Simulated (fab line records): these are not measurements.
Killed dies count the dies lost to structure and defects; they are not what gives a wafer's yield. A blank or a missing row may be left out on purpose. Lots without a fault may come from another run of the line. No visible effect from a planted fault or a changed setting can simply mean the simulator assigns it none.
Matching of chambers | flow nandHarc | 3 sister chambers for NHARC_P_M2_PRE_CLEAN_32 on pecvd-03
The step time 12 s. 24 wafers are shown with their chamber, then 12 later ones without.

## WAFERS WITH THEIR CHAMBER
wafer  | chamber | heaterPowerW (W) | susceptorTempC (C)
L075.1 | 0       | 559              | 370.06
L075.3 | 1       | 603              | 369.45
L075.5 | 1       | 600              | 370.01
L078.2 | 0       | 593              | 370.47
L078.5 | 1       | 625              | 369.69
L078.6 | 0       | 575              | 369.86
L081.2 | 2       | 535              | 370.23
L081.4 | 0       | 564              | 370.29
L081.6 | 1       | 633              | 370.52
L083.3 | 1       | 672              | 370.08
L083.5 | 0       | 591              | 369.94
L083.6 | 2       | 641              | 369.87
L085.3 | 0       | 623              | 369.91
L085.4 | 1       | 597              | 369.81
L085.6 | 2       | 608              | 369.91
L087.1 | 2       | 583              | 369.69
L087.2 | 1       | 676              | 369.95
L087.3 | 0       | 634              | 369.89
L088.2 | 1       | 612              | 369.87
L088.4 | 1       | 610              | 369.94
L088.5 | 0       | 598              | 369.87
L089.3 | 2       | 594              | 370.05
L089.4 | 0       | 551              | 370.01
L089.6 | 2       | 614              | 370.13

SIGNATURES (averages over the wafers above)
reading        | chamber 0 | chamber 1 | chamber 2 | scatter within a chamber
heaterPowerW   | 587.56    | 625.33    | 595.83    | 30.8
susceptorTempC | 370.0333  | 369.9244  | 369.9800  | 0.242
Rule: for a wafer and a chamber, the distance is found by dividing, reading by reading, the gap between the wafer's reading and the chamber's mean by the reading's scatter, squaring, summing and taking the root. If the next closest chamber is less than 2 further off than the closest, the wafer can't be placed; otherwise it belongs to the closest. How the scatter is found: for the shown wafers, subtract from each reading the mean of its chamber, square and add these, divide the total by (wafers less chambers), then take the root.

## WAFERS MISSING THEIR CHAMBER
wafer  | heaterPowerW (W) | susceptorTempC (C)
L090.2 | 623              | 370.25
L090.4 | 634              | 369.92
L090.6 | 583              | 369.84
L092.1 | 561              | 369.92
L092.3 | 623              | 369.81
L092.4 | 634              | 369.81
L096.1 | 551              | 369.74
L096.3 | 622              | 369.84
L096.5 | 636              | 369.97
L097.1 | 528              | 370.21
L097.2 | 636              | 369.86
L097.5 | 523              | 370.10

## EACH ONE'S CHAMBER
wafer  | from the rows above          | in truth
L090.2 | can't be placed: 1 or 2 or 0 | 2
L090.4 | can't be placed: 1 or 2 or 0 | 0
L090.6 | can't be placed: 2 or 0 or 1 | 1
L092.1 | can't be placed: 0 or 2 or 1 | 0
L092.3 | can't be placed: 1 or 2 or 0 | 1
L092.4 | can't be placed: 1 or 2 or 0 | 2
L096.1 | can't be placed: 0 or 2 or 1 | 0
L096.3 | can't be placed: 1 or 2 or 0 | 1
L096.5 | can't be placed: 1 or 2 or 0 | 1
L097.1 | can't be placed: 0 or 2 or 1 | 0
L097.2 | can't be placed: 1 or 2 or 0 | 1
L097.5 | can't be placed: 0 or 2 or 1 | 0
Placed correctly: 0 of 12. Can't be placed from these rows: 12 (the true chamber is among the candidates in 12). 0 placed wrongly.
